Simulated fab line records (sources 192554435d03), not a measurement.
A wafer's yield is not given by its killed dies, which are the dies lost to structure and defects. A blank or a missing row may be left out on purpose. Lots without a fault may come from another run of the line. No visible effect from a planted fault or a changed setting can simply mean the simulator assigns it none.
fab line records	flow n5_finfet
record lots=11	wafers=32	last_day=17
route steps=1938 shown BEOL_M12@1616 BEOL_M13@1660 PASSIVATION@1936
lots untouched by any fault: they come from a run of this same line in which no faults occurred
start_h: hours from the record's opening day to when the first of the lot's shown wafers began	wait_h: hours elapsed since this lot's preceding step	" unchanged from the row above	L1.1+2: several wafers, shown together as one row	- value missing, or start not given	* or withheld: withheld	< > ~ a bound
route shown NAME@n: NAME is a module with steps in the file, n the number in the route of the first one	usual: mean and standard deviation over wafers with no fault	same: alike in all rows	chamber/n: place in a boat	sites: the reading at each site	_std_site: their standard deviation	_edge_site: the outer-site mean with the inner-site mean subtracted	radius_mm: how far each site lies from the wafer's centre	mask NAME#n: copy n	behind: the tool/chamber that last shaped the wafer	hold: why the lot was held/for how many hours/how that ended	device: which transistor (n, p or np) failed to switch	end of line: tests run on the same wafers once the route is complete	step lacking rows: just its recipe	killed: dies that structure and defects cost at the first sort, which is not the same as the wafer's yield	map: shows each die of a wafer: x if killed, . if not, _ if none is there
set.NAME: the run value of the setting; set.NAME@STEP: its run value at that earlier step	model.NAME: the simulator's own value behind a step, which no gauge read
steps of the route over a sample of lots; a table a step, a row a wafer
services: the hour from which a tool's chamber was out of use, counted from the record's first day as start_h (under 0 if before that day), plus the number of hours and why
## steps
# step N5_BEOL_M12_ETCH_59
# recipe chemistry=N2/H2	target=BARC	target_depth_a=890	overetch_a=267	time_s=67.9	ion_energy_ev=200	pressure_mtorr=30	source_w=840	bias_w=150	n2_flow_sccm=200	h2_flow_sccm=200
# usual drypump_motor_current_A=5.4/0.38	oes_product_au=0.68/0.071	rf_vpp_V=523/3.2	showerhead_plenum_p_Torr=2.52/0.11	throttle_valve_pct=17.9/0.31
lot.wafer	tool	chamber	start_h	wait_h	drypump_motor_current_A	oes_product_au	rf_hours_counter_h	rf_vpp_V	showerhead_plenum_p_Torr	throttle_valve_pct
L723.1	rie_diel-01	0	244.07	0.0	6.0	0.74	63	522	2.46	17.6
L723.2	"	2	"	"	5.4	0.69	95	525	2.55	17.6
L723.5	"	3	"	"	5.9	0.60	-	525	2.63	18.1
L722.2	rie_diel-05	2	244.30	0.0	5.7	0.65	165	517	2.35	18.4
L722.4	"	1	"	"	5.6	0.67	93	521	2.46	17.7
L722.5	"	2	"	"	5.7	0.65	-	519	2.35	18.4
L725.2	rie_diel-05	1	257.93	0.0	5.6	0.67	99	520	2.46	17.7
L725.3	"	0	"	"	4.9	0.59	218	521	2.43	18.2
L725.4	"	2	"	"	5.7	0.66	171	517	2.35	18.4
L726.2	rie_diel-04	1	261.97	0.0	5.6	0.79	22	528	2.72	17.8
L726.3	"	3	"	"	5.0	0.74	32	525	2.61	17.4
L726.4	"	0	"	"	6.0	0.74	43	525	2.59	17.6
L727.2	rie_diel-05	2	263.08	0.0	5.7	0.65	173	517	2.34	18.4
L727.3	"	1	"	"	5.6	0.67	101	521	2.46	17.7
L727.6	"	3	"	"	5.0	0.58	-	525	2.59	17.8
L728.3	rie_diel-01	1	276.95	0.0	5.2	0.62	183	524	2.52	18.0
L728.4	"	0	"	"	6.0	0.74	68	522	2.45	17.6
L728.6	"	1	"	"	5.2	0.62	-	523	2.52	18.0
L730.2	rie_diel-01	2	280.08	0.0	5.4	0.69	102	525	2.55	17.6
L730.3	"	0	"	"	6.0	0.73	70	521	2.45	17.6
L731.2	rie_diel-04	2	283.73	0.0	5.7	0.76	23	524	2.56	17.8
L731.5	"	1	"	"	5.6	0.79	-	530	2.72	17.8
L731.6	"	2	"	"	5.7	0.76	-	526	2.56	17.8
L734.1	rie_diel-04	2	313.61	0.0	5.7	0.75	33	526	2.56	17.8
L734.2	"	3	"	"	5.1	0.71	53	525	2.60	17.5
L734.6	"	0	"	"	6.0	0.72	-	526	2.58	17.6
L742.1	rie_diel-05	1	360.08	0.0	5.6	0.63	141	521	2.44	17.8
L742.5	"	0	"	"	4.9	0.83	-	529	2.74	17.7
L742.6	"	1	"	"	5.6	0.64	-	523	2.44	17.8
L741.2	rie_diel-05	2	360.85	0.0	5.7	0.62	213	516	2.33	18.5
L741.3	"	0	"	"	4.8	0.84	1	528	2.74	17.7
L741.5	"	1	"	"	5.6	0.64	-	522	2.44	17.8
# step N5_BEOL_M12_PRE_CLEAN_42
# recipe gas=H2/He	time_s=30	temp_c=250
# usual heater_power_w=331/23
lot.wafer	tool	chamber	start_h	wait_h	heater_power_w
L723.1	pvd_sputter-01	-	251.27	0.0	322
L723.2	"	-	"	"	343
L723.5	"	-	"	"	330
L722.2	pvd_sputter-03	-	254.46	0.0	311
L722.4	"	-	"	"	289
L722.5	"	-	"	"	319
L725.2	pvd_sputter-01	-	260.75	0.0	328
L725.3	"	-	"	"	346
L725.4	"	-	"	"	347
L726.2	pvd_sputter-03	-	266.46	0.0	312
L726.3	"	-	"	"	330
L726.4	"	-	"	"	294
L727.2	pvd_sputter-03	-	266.98	0.0	312
L727.3	"	-	"	"	320
L727.6	"	-	"	"	323
L728.3	pvd_sputter-02	-	279.53	0.0	310
L728.4	"	-	"	"	365
L728.6	"	-	"	"	297
L730.2	pvd_sputter-01	-	282.52	0.0	330
L730.3	"	-	"	"	324
L731.2	pvd_sputter-03	-	288.56	0.0	307
L731.5	"	-	"	"	308
L731.6	"	-	"	"	331
L734.1	pvd_sputter-02	-	321.02	0.0	307
L734.2	"	-	"	"	372
L734.6	"	-	"	"	352
L742.1	pvd_sputter-02	-	364.04	0.0	351
L742.5	"	-	"	"	316
L742.6	"	-	"	"	303
L741.2	pvd_sputter-02	-	364.78	0.0	303
L741.3	"	-	"	"	372
L741.5	"	-	"	"	353
# step N5_BEOL_M12_SPUTTER_43
# recipe material=TaN	target_thk_a=150	temp_c=50	bias_v=168.6	power_w=15000	chamber_pressure_pa=0.12	time_s=24.19
# usual throttle_valve_pct=29.9/1.1
lot.wafer	tool	chamber	start_h	wait_h	throttle_valve_pct
L723.1	pvd_sputter-01	-	251.31	0.0	29.7
L723.2	"	-	"	"	29.0
L723.5	"	-	"	"	29.9
L722.2	pvd_sputter-03	-	254.50	0.0	28.8
L722.4	"	-	"	"	30.2
L722.5	"	-	"	"	30.2
L725.2	pvd_sputter-01	-	260.79	0.0	31.7
L725.3	"	-	"	"	30.6
L725.4	"	-	"	"	29.3
L726.2	pvd_sputter-03	-	266.50	0.0	30.0
L726.3	"	-	"	"	29.5
L726.4	"	-	"	"	30.1
L727.2	pvd_sputter-03	-	267.02	0.0	28.8
L727.3	"	-	"	"	29.3
L727.6	"	-	"	"	29.7
L728.3	pvd_sputter-02	-	279.57	0.0	29.5
L728.4	"	-	"	"	27.8
L728.6	"	-	"	"	31.0
L730.2	pvd_sputter-01	-	282.56	0.0	29.9
L730.3	"	-	"	"	31.5
L731.2	pvd_sputter-03	-	288.60	0.0	29.0
L731.5	"	-	"	"	28.7
L731.6	"	-	"	"	29.4
L734.1	pvd_sputter-02	-	321.06	0.0	31.0
L734.2	"	-	"	"	27.7
L734.6	"	-	"	"	29.4
L742.1	pvd_sputter-02	-	364.08	0.0	29.6
L742.5	"	-	"	"	29.4
L742.6	"	-	"	"	31.3
L741.2	pvd_sputter-02	-	364.82	0.0	29.6
L741.3	"	-	"	"	27.7
L741.5	"	-	"	"	29.3
# step N5_BEOL_M12_CMP_49
# recipe stop_on=SiOC	t_overpolish_s=20.6	down_force_psi=1	platen_rpm=50	clearing_platen_down_force_psi=1.5	clearing_platen_rpm=50	post_cmp_clean=cu_alkaline	target_thk_nm=320	clearing_platen_pad_velocity_m_s=0.99484	pad_velocity_m_s=0.99484
# usual barrier_field_endpoint_s=30.1/0.73	motor_current_A=6.1/0.57	pad_life_wafers=974/720	slurry_filter_dp_kPa=13.49/0.13
lot.wafer	tool	chamber	start_h	wait_h	barrier_field_endpoint_s	motor_current_A	pad_life_wafers	slurry_filter_dp_kPa
L723.1	cmp-04	1	252.06	0.3	29.8	5.1	1129	13.57
L723.2	"	2	"	"	30.0	6.3	1130	13.42
L723.5	"	1	"	"	29.5	5.2	-	13.54
L722.4	cmp-02	0	255.22	0.1	31.5	6.3	1956	13.69
L722.2	"	3	"	"	30.7	4.9	1959	13.40
L722.5	"	0	"	"	31.5	6.2	-	13.68
L725.2	cmp-01	2	261.56	0.3	29.9	6.5	1633	13.62
L725.4	"	3	"	"	30.3	6.4	1634	13.43
L725.3	"	0	"	"	30.1	6.7	1635	13.40
L726.4	cmp-04	2	267.29	0.1	30.5	5.8	1260	13.53
L726.3	"	3	"	"	29.7	6.8	1261	13.84
L726.2	"	1	"	"	28.8	5.5	1263	13.49
L727.3	cmp-01	3	271.80	0.2	31.3	6.5	1705	13.54
L727.2	"	0	"	"	30.7	7.0	1706	13.41
L727.6	"	2	"	"	30.6	6.0	-	13.62
L728.3	cmp-04	0	280.45	0.3	29.3	5.5	1380	13.57
L728.4	"	1	"	"	29.7	5.1	1381	13.31
L728.6	"	0	"	"	29.5	5.7	-	13.67
L730.2	cmp-01	0	283.28	0.2	29.7	6.9	1806	13.29
L730.3	"	2	"	"	29.5	6.4	1808	13.43
L731.2	cmp-01	2	289.39	0.3	30.2	6.5	1850	13.51
L731.5	"	0	"	"	30.7	6.8	-	13.44
L731.6	"	1	"	"	31.0	5.9	-	13.36
L734.1	cmp-01	1	321.85	0.3	29.4	5.8	32	13.65
L734.2	"	2	"	"	30.5	6.4	33	13.42
L734.6	"	0	"	"	30.5	6.4	-	13.53
L742.1	cmp-04	0	364.92	0.4	28.7	5.6	33	13.79
L742.5	"	1	"	"	28.4	5.2	-	13.55
L742.6	"	2	"	"	27.3	6.4	-	13.38
L741.3	cmp-01	3	365.54	0.2	28.2	6.5	414	13.42
L741.2	"	1	"	"	30.8	5.4	416	13.36
L741.5	"	3	"	"	28.2	6.7	-	13.27
# step N5_BEOL_M13_THK_MEAS_01
# recipe reads=SiOC_of_BEOL_M13_ILD_DEP_00
# usual M13_ILD_THK=832/13
lot.wafer	tool	chamber	start_h	wait_h	M13_ILD_THK[nm]
L723.1	film_metro-01	-	252.66	0.1	834
L723.2	"	-	"	"	841
L723.5	"	-	"	"	852
L722.2	film_metro-02	-	255.86	0.1	823
L722.4	"	-	"	"	838
L722.5	"	-	"	"	839
L725.2	film_metro-01	-	262.15	0.1	836
L725.3	"	-	"	"	839
L725.4	"	-	"	"	845
L726.2	film_metro-01	-	267.98	0.2	810
L726.3	"	-	"	"	830
L726.4	"	-	"	"	833
L727.2	film_metro-01	-	272.40	0.1	831
L727.3	"	-	"	"	813
L727.6	"	-	"	"	835
L728.3	film_metro-01	-	281.10	0.1	813
L728.4	"	-	"	"	825
L728.6	"	-	"	"	831
L730.2	film_metro-01	-	283.96	0.1	843
L730.3	"	-	"	"	845
L731.2	film_metro-01	-	289.98	0.1	809
L731.5	"	-	"	"	829
L731.6	"	-	"	"	828
L734.1	film_metro-02	-	322.41	0.1	832
L734.2	"	-	"	"	835
L734.6	"	-	"	"	853
L742.1	film_metro-01	-	365.44	0.1	828
L742.5	"	-	"	"	837
L742.6	"	-	"	"	810
L741.2	film_metro-02	-	366.18	0.1	826
L741.3	"	-	"	"	808
L741.5	"	-	"	"	834
# step N5_PASSIVATION_PROBE_49
# usual defect_limited_yield=91.1/1.6	killed_at_M0_to_M3=35/11	killed_at_M4_up=13/5.4	killed_at_contacts=13/6.5	killed_at_front_end=40/14	killed_at_other=4/3.1	killed_dies=105/18	killed_open=69/14	killed_short=34/7.3	sort_bin_5_function=5.2/0.96	sort_bin_6_memory=3.4/0.77	sort_bin_8_speed=0.02/0.13	sort_n_pass=1075/19	sort_yield_pct=91.1/1.6
# same gross_dies=1180	killed_at_back_side=0	sort_bin_4_leakage[%]=0
lot.wafer	tool	chamber	start_h	wait_h	defect_limited_yield[%]	killed_at_M0_to_M3	killed_at_M4_up	killed_at_contacts	killed_at_front_end	killed_at_other	killed_dies	killed_open	killed_short	sort_bin_5_function[%]	sort_bin_6_memory[%]	sort_bin_8_speed[%]	sort_n_pass	sort_yield_pct[%]
L726.2	prober-02	-	303.55	0.1	93.2	32	18	2	27	1	80	53	26	3.2	3.3	0	1100	93.2
L726.3	prober-02	-	303.60	0.1	93.7	37	8	2	26	1	74	42	32	3.4	2.8	0	1106	93.7
L726.4	prober-02	-	303.65	0.2	88.9	49	11	12	55	4	131	97	33	6.0	4.8	0	1049	88.9
L730.2	prober-02	-	313.56	0.1	91.1	39	4	6	51	5	105	67	35	4.9	3.6	0	1075	91.1
L730.3	prober-02	-	313.61	0.1	90.0	40	3	17	46	12	118	73	45	6.0	3.6	0	1062	90.0
L731.2	prober-02	-	327.65	0.1	93.4	19	14	9	34	2	78	52	26	4.2	2.1	0	1102	93.4
L731.5	prober-02	-	327.80	0.2	92.6	24	9	8	42	4	87	50	37	4.7	2.4	0	1093	92.6
L731.6	prober-02	-	327.85	0.3	92.5	26	7	23	31	1	88	59	29	4.7	2.5	0	1092	92.5
L734.1	prober-02	-	357.20	0.0	88.8	35	28	12	50	7	132	85	46	6.3	4.7	0	1048	88.8
L734.2	prober-02	-	357.25	0.1	88.5	36	23	20	52	5	136	86	48	6.4	5.0	0	1044	88.5
L734.6	prober-02	-	357.45	0.3	90.6	19	25	15	50	2	111	65	43	5.9	3.1	0	1069	90.6
L741.5	prober-02	-	398.66	0.2	90.5	48	11	10	41	2	112	61	39	5.8	3.2	0.42	1063	90.1
# killed by level:class
L726.2 BEOL_M4:geometric_particle:open=14 BEOL_M2:geometric_particle:open=10 FIN_SAQP:geometric_particle:short=6 BEOL_M3:geometric_particle:open=5 STARTING-WAFER:geometric_particle:short=5 STI_FIN_REVEAL:geometric_particle:open=4 DUMMY_GATE:geometric_particle:open=4 BEOL_M0_SAQP:geometric_particle:open=4
L726.3 BEOL_M0_SAQP:geometric_particle:short=17 BEOL_M0_SAQP:geometric_particle:open=8 DUMMY_GATE:geometric_particle:open=6 FIN_SAQP:geometric_particle:open=5 STI_FIN_REVEAL:geometric_particle:open=4 BEOL_M4:geometric_particle:open=4 FIN_SAQP:geometric_particle:short=3 BEOL_M2:geometric_particle:open=3
L726.4 STI_FIN_REVEAL:geometric_particle:open=19 BEOL_M0_SAQP:geometric_particle:open=18 MOL_CONTACT_COAG:geometric_particle:open=10 BEOL_M0_SAQP:geometric_particle:short=9 FIN_SAQP:geometric_particle:open=8 BEOL_M2:geometric_particle:open=7 BEOL_M3:geometric_particle:open=7 DUMMY_GATE:geometric_particle:open=6
L730.2 BEOL_M0_SAQP:geometric_particle:open=14 STI_FIN_REVEAL:geometric_particle:open=12 FIN_SAQP:geometric_particle:open=10 BEOL_M0_SAQP:geometric_particle:short=10 FIN_SAQP:geometric_particle:short=8 GATE_CUT:geometric_particle:short=8 BEOL_M3:geometric_particle:open=7 MOL_CONTACT_COAG:geometric_particle:open=5
L730.3 MOL_CONTACT_COAG:geometric_particle:open=11 BEOL_M1:geometric_particle:open=10 GATE_CUT:geometric_particle:short=9 BEOL_M2:geometric_particle:open=8 FIN_SAQP:geometric_particle:open=6 STI_FIN_REVEAL:geometric_particle:open=6 GATE_CUT:geometric_particle:open=6 MOL_CONTACT_COAG:geometric_particle:short=6
L731.2 MOL_CONTACT_COAG:geometric_particle:open=7 FIN_SAQP:geometric_particle:short=5 STI_FIN_REVEAL:geometric_particle:open=5 DUMMY_GATE:geometric_particle:open=5 BEOL_M2:geometric_particle:open=4 FIN_SAQP:geometric_particle:open=3 GATE_CUT:geometric_particle:short=3 GATE_CUT:geometric_particle:open=3
L731.5 BEOL_M0_SAQP:geometric_particle:short=9 FIN_SAQP:geometric_particle:short=8 GATE_CUT:geometric_particle:short=7 FIN_SAQP:geometric_particle:open=6 STI_FIN_REVEAL:geometric_particle:open=6 MOL_CONTACT_COAG:geometric_particle:open=6 BEOL_M4:geometric_particle:open=6 BEOL_M3:geometric_particle:open=5
L731.6 MOL_CONTACT_COAG:geometric_particle:open=18 STI_FIN_REVEAL:geometric_particle:open=13 BEOL_M1:geometric_particle:open=6 MOL_CONTACT_COAG:geometric_particle:short=5 FIN_SAQP:geometric_particle:short=4 STI_FIN_REVEAL:geometric_particle:short=4 BEOL_M0_SAQP:geometric_particle:short=4 BEOL_M2:geometric_particle:open=4
L734.1 BEOL_M4:geometric_particle:open=19 FIN_SAQP:geometric_particle:short=12 FIN_SAQP:geometric_particle:open=11 MOL_CONTACT_COAG:geometric_particle:open=10 BEOL_M0_SAQP:geometric_particle:short=8 BEOL_M0_SAQP:geometric_particle:open=7 BEOL_M2:geometric_particle:open=7 STI_FIN_REVEAL:geometric_particle:open=6
L734.2 MOL_CONTACT_COAG:geometric_particle:open=14 BEOL_M4:geometric_particle:open=13 FIN_SAQP:geometric_particle:short=11 BEOL_M0_SAQP:geometric_particle:open=11 GATE_CUT:geometric_particle:short=10 FIN_SAQP:geometric_particle:open=8 BEOL_M2:geometric_particle:open=7 MOL_CONTACT_COAG:geometric_particle:short=6
L734.6 BEOL_M4:geometric_particle:open=18 FIN_SAQP:geometric_particle:short=17 FIN_SAQP:geometric_particle:open=8 GATE_CUT:geometric_particle:short=8 MOL_CONTACT_COAG:geometric_particle:open=8 MOL_CONTACT_COAG:geometric_particle:short=7 BEOL_M1:geometric_particle:open=6 BEOL_M2:geometric_particle:open=5
L741.5 BEOL_M0_SAQP:geometric_particle:short=12 FIN_CUT:area_etch=11 FIN_SAQP:geometric_particle:open=9 BEOL_M0_SAQP:geometric_particle:open=9 BEOL_M3:geometric_particle:open=9 BEOL_M2:geometric_particle:open=8 FIN_SAQP:geometric_particle:short=6 MOL_CONTACT_COAG:geometric_particle:short=5
## services
tool	chamber	start_h	hours	kind
cmp-01	-	232.64	7.4	pm
cmp-02	-	241.29	2.6	repair
rie_diel-05	0	245.48	11.8	repair
cmp-04	-	251.09	0.8	repair
cmp-01	-	252.04	3.5	pm
rie_diel-01	-	259.93	15.6	pm
rie_diel-05	3	266.21	-	clean
rie_diel-05	3	266.21	-	consumable_replace:focus_ring
rie_diel-05	3	266.21	19.3	scheduled_down
rie_diel-05	3	266.21	19.3	vent_cycle
cmp-02	-	278.69	4.0	pm
rie_diel-01	1	286.84	1.3	repair
rie_diel-05	3	295.88	15.1	repair
rie_diel-01	0	311.92	8.4	repair
cmp-01	-	312.84	4.0	pm
rie_diel-05	0	314.81	2.2	repair
cmp-01	-	316.84	-	consumable_replace:conditioner
cmp-01	-	316.84	-	consumable_replace:pad
cmp-01	-	331.15	0.4	repair
cmp-01	-	335.30	2.6	repair
cmp-02	-	338.84	6.6	pm
pvd_sputter-03	-	355.57	0.7	repair
cmp-04	-	356.88	4.0	pm
pvd_sputter-02	-	365.16	1.1	repair
## key
first_sign step=N5_BEOL_M12_CMP_49	reading=barrier_field_endpoint_s	direction=down	sigmas=2.8	usual=30.1	struck=28.0
effect none on later readings
met_at N5_BEOL_M12_SPUTTER_43
struck_lots L741,L742
struck_wafers L741.3,L741.5,L742.5,L742.6
baseline_loss step=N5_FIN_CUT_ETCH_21	wafers=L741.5
not_acting_at N5_BEOL_M12_ETCH_59,N5_BEOL_M12_PRE_CLEAN_42,N5_BEOL_M13_THK_MEAS_01
onset_between 321.06 364.08
fault kind=process_parameter_drift	tool=pvd_sputter-02	chamber=-	onset_h=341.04	steps=N5_BEOL_M12_SPUTTER_43	channel=time_s	offset=*	shape=step	end_h=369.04	scope=struck_wafers_only	acts_in=*	stated=*
# baseline_loss: these wafers lose ten dies or more at that step, a loss of the line's own and not of a fault; the sort's usual values leave them out
